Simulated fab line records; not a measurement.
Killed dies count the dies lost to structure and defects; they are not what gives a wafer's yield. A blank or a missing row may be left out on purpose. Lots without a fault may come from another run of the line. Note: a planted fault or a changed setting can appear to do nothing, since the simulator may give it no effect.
Split-lot experiment    flow n5Finfet    7 lots, 39 wafers read, on a route of 1938 steps

THE SPLIT ITSELF
At N5_BEOL_M2_ILD_DEP_00 (deposits SiOC from DEMS/O2, target thk 79 nm, time 15.3 s), the setting targetThkA was moved away from the recipe's 790 angstrom on 12 of the 39 wafers read, by -48.4% to +38.5%. For the rest of the wafers, this setting stayed at what the recipe calls for.

No step appears in the file between the split and the reading.

THE READING
M2_ILD_THK in nanometres, read at N5_BEOL_M2_THK_MEAS_01. On this fab line, fault-free wafers typically give 78.8 nm with a standard deviation of 1.1 nm.

wafer   tool, chamber at the split  targetThkA as run, angstrom  against the recipe  M2_ILD_THK, nm  against lot-mates on the recipe
L075.1  pecvd-04, 0,1               408                          -48.4%              39.3            -39.0
L075.2  pecvd-04, 2                 790                          recipe              77.4            -
L075.3  pecvd-04, 0,1               408                          -48.4%              39.2            -39.1
L075.4  pecvd-04, 2                 408                          -48.4%              40.0            -38.3
L075.5  pecvd-04, 1                 790                          recipe              78.6            -
L075.6  pecvd-04, 0                 790                          recipe              78.8            -
L076.1  pecvd-02, 0                 790                          recipe              78.5            -
L076.2  pecvd-02, 1                 790                          recipe              78.0            -
L076.3  pecvd-02, 2                 790                          recipe              76.4            -
L076.4  pecvd-02, 2                 790                          recipe              76.8            -
L076.5  pecvd-02, 0                 790                          recipe              78.9            -
L076.6  pecvd-02, 1                 790                          recipe              79.9            -
L084.1  pecvd-04, 2                 643.2                        -18.6%              64.3            -14.1
L084.2  pecvd-04, 1                 790                          recipe              77.9            -
L084.3  pecvd-04, 0                 790                          recipe              77.1            -
L084.4  pecvd-04, 2                 643.2                        -18.6%              64.6            -13.8
L084.5  pecvd-04, 1                 790                          recipe              80.2            -
L084.6  pecvd-04, 0                 643.2                        -18.6%              63.7            -14.7
L091.2  pecvd-02, 2                 790                          recipe              78.3            -
L091.5  pecvd-02, 2                 790                          recipe              79.0            -
L091.6  pecvd-02, 1                 790                          recipe              79.9            -
L095.1  pecvd-02, 1                 1094                         +38.5%              108.5           +29.9
L095.2  pecvd-02, 2                 790                          recipe              76.9            -
L095.3  pecvd-02, 0                 1094                         +38.5%              108.8           +30.2
L095.4  pecvd-02, 2                 1094                         +38.5%              109.1           +30.5
L095.5  pecvd-02, 0                 790                          recipe              79.3            -
L095.6  pecvd-02, 1                 790                          recipe              79.7            -
L096.1  pecvd-04, 1                 790                          recipe              78.7            -
L096.2  pecvd-04, 2                 790                          recipe              78.9            -
L096.3  pecvd-04, 0                 790                          recipe              77.7            -
L096.4  pecvd-04, 0                 790                          recipe              79.3            -
L096.5  pecvd-04, 2                 790                          recipe              78.8            -
L096.6  pecvd-04, 1                 790                          recipe              80.0            -
L097.1  pecvd-02, 2                 790                          recipe              77.3            -
L097.2  pecvd-02, 1                 462.2                        -41.5%              45.5            -33.0
L097.3  pecvd-02, 0                 790                          recipe              78.7            -
L097.4  pecvd-02, 0                 790                          recipe              79.6            -
L097.5  pecvd-02, 2                 462.2                        -41.5%              44.9            -33.6
L097.6  pecvd-02, 1                 462.2                        -41.5%              46.4            -32.1
The file does not say which wafer passed through which chamber wherever a row lists several chambers: such a row stands for several wafers.

FIT RESULTS
A straight line over all 39 wafers: M2_ILD_THK changes by +0.796 nm for each +1% of targetThkA; r = +1.00; the points scatter about the line by 0.95 nm.
The same after taking each lot's own level away (the mean of its wafers on the recipe; 39 wafers): +0.792 nm for each +1%; r = +1.00; scatter 0.9 nm.
That fit puts the effect of the largest move of targetThkA on the reading at 38 nm.
From 78.08 to 79.07 nm: that is the span of the lots' own levels, equal to 0.9 times the standard deviation above.
The two slopes are in agreement: the lot-to-lot level therefore moves the slope only a little.
Check: with one of the wafers moved furthest among these (-48.4%) left out of the fit, the line predicts -38.2 nm for it against its lot-mates. Against them it came out at -39 nm.

FURTHER SPLITS ON THESE WAFERS
Other splits were also applied to these wafers ahead of the reading. Each is held against what the fit with the lots' levels taken away leaves over:
other split on the same wafers         wafers away from the commonest value  r with M2_ILD_THK (lot level and that fit taken away)
N5_ZERO_LAYER_DEVELOP_10 developTimeS  12                                    -0.04
N5_FIN_SAQP_HM_DEP_03 timeS            18                                    +0.02
N5_HKMG_FIN_DESCUM_17 timeS            18                                    -0.04
N5_BEOL_M0_DEP_125 timeS               9                                     -0.10

THE WHOLE CHAIN: every reading that the file lists as answering this split, in the file's order
step                    what it does                                               reading                                                                            change (the file's fit)                r (the file's)
N5_BEOL_M2_ILD_DEP_00   deposits SiOC from DEMS/O2, target thk 79 nm, time 15.3 s  SiOC_of_BEOL_M2_ILD_DEP_00.thkNm (the simulator's own value, which no gauge read)  +0.792 nm for each +1% of the setting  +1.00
N5_BEOL_M2_THK_MEAS_01                                                             M2_ILD_THK                                                                         +0.793 for each +1% of the setting     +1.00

FILE'S OWN FIT
M2_ILD_THK changes by +0.793 nm for each +1% of targetThkA, r = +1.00.
